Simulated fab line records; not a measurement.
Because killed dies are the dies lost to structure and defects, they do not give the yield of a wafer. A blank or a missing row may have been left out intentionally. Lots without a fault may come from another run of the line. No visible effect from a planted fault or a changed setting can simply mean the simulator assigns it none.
Matching of chambers || flow nand-harc || cmp-01 running NHARC_P_M0_CMP_23: 4 sister chambers
The step polishes, t overpolish 20 s, target thk 117.53 nm. 4 wafers are shown with their chamber, then 9 later ones without.

WAFERS, EACH WITH ITS CHAMBER
{"wafer": "L081.4", "chamber": 2, "motor-current-A (A)": 11.9}
{"wafer": "L090.1", "chamber": 0, "motor-current-A (A)": 11.9}
{"wafer": "L090.4", "chamber": 3, "motor-current-A (A)": 12.9}
{"wafer": "L090.5", "chamber": 1, "motor-current-A (A)": 10.6}

WAFERS WITHOUT THEIR CHAMBER
{"wafer": "L088.1", "motor-current-A (A)": 11.1}
{"wafer": "L088.2", "motor-current-A (A)": 12.3}
{"wafer": "L088.3", "motor-current-A (A)": 12.8}
{"wafer": "L092.1", "motor-current-A (A)": 12.1}
{"wafer": "L092.3", "motor-current-A (A)": 12.6}
{"wafer": "L092.6", "motor-current-A (A)": 12.9}
{"wafer": "L096.1", "motor-current-A (A)": 10.5}
{"wafer": "L096.2", "motor-current-A (A)": 12.8}
{"wafer": "L096.6", "motor-current-A (A)": 12.1}

EACH ONE'S CHAMBER
{"wafer": "L088.1", "from the rows above": "can't be placed: 1 or 0 or 2", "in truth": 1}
{"wafer": "L088.2", "from the rows above": "can't be placed: 0 or 2 or 3", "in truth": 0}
{"wafer": "L088.3", "from the rows above": 3, "in truth": 3}
{"wafer": "L092.1", "from the rows above": "can't be placed: 0 or 2", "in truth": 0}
{"wafer": "L092.3", "from the rows above": "can't be placed: 3 or 0 or 2", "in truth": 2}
{"wafer": "L092.6", "from the rows above": 3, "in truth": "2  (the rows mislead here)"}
{"wafer": "L096.1", "from the rows above": 1, "in truth": 1}
{"wafer": "L096.2", "from the rows above": 3, "in truth": 3}
{"wafer": "L096.6", "from the rows above": "can't be placed: 0 or 2", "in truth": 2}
Correctly placed: 3 of 9. From these rows, 5 cannot be placed; in 5 the true chamber is one of the candidates. Wrongly placed: 1.
How it was worked out, from the rows above alone: a wafer's distance from a chamber is the root of the sum, over the readings, of the square of ((its reading less the chamber's mean) divided by the reading's scatter). If the next closest chamber is less than 2 further off than the closest, the wafer can't be placed; otherwise it belongs to the closest. For every chamber, the mean is computed from those of its wafers that are shown. The scatter (one wafer shown for each chamber): square how far every hidden wafer sits from the nearest shown wafer, average those squares and take the square root.
